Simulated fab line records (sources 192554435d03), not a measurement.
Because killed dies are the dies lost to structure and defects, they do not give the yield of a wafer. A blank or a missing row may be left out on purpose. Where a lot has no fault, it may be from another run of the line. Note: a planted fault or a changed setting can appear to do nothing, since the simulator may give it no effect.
Problem report in the 8D (eight disciplines) form, filled by code -- flow n5_finfet -- the parts of the form that need people (team, actions taken, sign-off) are left out

## 1. WHAT IS WRONG
head_pressure_psi at N5_MOL_CONTACT_COAG_CMP_23 reads a mean of 1.703 psi on 1 wafer of 1 lot; wafers without a fault read 2.000 psi with a standard deviation of 0.0039. That puts it -76 standard deviations away from the usual mean.
The step: polishes, stops on SiO2, t overpolish 1.5 s, target thk 0 nm.
Seen first at day 8 06:53 on cmp-01, wafer L862.1. At this step, 27 wafers from 9 lots have a number in the record. Rule for "out", or "out of limits": more than 4 standard deviations from the usual mean. Any other wafer with a number is counted as sound.

## 2. WHAT IT IS, AND WHAT IT ISN'T
question,is,is not
which readings at this step,head_pressure_psi,"motor_current_A, overpolish_run_s, retaining_ring_pressure_frac"
which lots,L862,"L850, L852, L853, L865, L866, L868, L870, L871"
which wafers of those lots,L862.1,"L862.4, L862.6"
read on which tools,cmp-01,"cmp-02, cmp-04"
when,from day 8 06:53,"up to then (11 sound wafers); but 15 sound wafers of L865, L866, L868, L870, L871 came after"

## 3. WHAT RULES OUT EACH SUSPECT
Counting: any tool at a process step up to the reading remains a suspect provided it ran every lot that is out. Sound lots after the first of them don't rule it out here, since some wafers of a struck lot are sound.
- rie_diel-04 at N5_MOL_CONTACT_COAG_ETCH_110 (etches Si in CF4/O2, target depth 2.5 nm, time 8 s): kept. It ran the lot that is out, L862 (day 7 22:19).
- pvd_sputter-02 at N5_MOL_CONTACT_COAG_TI_SIL_19 (material Ti, target thk 4.2 nm, time 15 s): kept. It processed L862, the lot that is out, at day 7 22:56, and its most recent sound lot before then was L850 at day 5 05:16.
- cmp-01 at N5_MOL_CONTACT_COAG_CMP_23 (polishes, stops on SiO2, t overpolish 1.5 s, target thk 0 nm): kept. It processed L862, the lot that is out, at day 8 06:53, and its most recent sound lot before then was L853 at day 5 22:47. On those wafers its own readings are out: head_pressure_psi.
- rie_diel-04, N5_MOL_CONTACT_COAG_ETCH_110: wafers that are out in chamber 3, sound lot-mates in chambers 1, 2.
- At N5_MOL_CONTACT_COAG_CMP_23 on cmp-01, chamber 2 took the sound wafers of the same lots and chamber 1 took the wafers that are out.
Left after counting: rie_diel-04 at N5_MOL_CONTACT_COAG_ETCH_110, pvd_sputter-02 at N5_MOL_CONTACT_COAG_TI_SIL_19, cmp-01 at N5_MOL_CONTACT_COAG_CMP_23.

## 4. THE CAUSE (what the simulator had put in)
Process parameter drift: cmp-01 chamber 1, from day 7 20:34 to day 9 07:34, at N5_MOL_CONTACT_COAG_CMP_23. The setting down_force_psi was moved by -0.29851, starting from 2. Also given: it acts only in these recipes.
Of the 3 suspects that counting leaves, this tool is one.

## 5. SEQUENCE OF EFFECTS, ordered by route
Each row: a reading where the mean over the struck wafers with a number is more than 3 standard deviations away from the usual. Only readings for which the record gives a usual standard deviation are gone through. hours: the time from each lot's start at the first step in this table that gives one to its start at this step, as a median over the lots. sigmas: the change in usual standard deviations.
hours,step,reading,usual,on struck wafers,change,sigmas
0,N5_MOL_CONTACT_COAG_CMP_23,head_pressure_psi,2.000 psi,1.703,-0.297,-76
Process steps it contains:
- N5_MOL_CONTACT_COAG_CMP_23: polishes, stops on SiO2, t overpolish 1.5 s, target thk 0 nm.
At these later measuring or inspecting steps, every struck wafer for which the step has a row has a number for every such reading, and none has moved that far: N5_BEOL_M4_RC_MEAS_101.

## 6. WHAT WOULD HAVE CAUGHT IT SOONER
10 hours passed between the start of the fault at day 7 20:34 and the first reading out of limits in this record, taken at day 8 06:53.
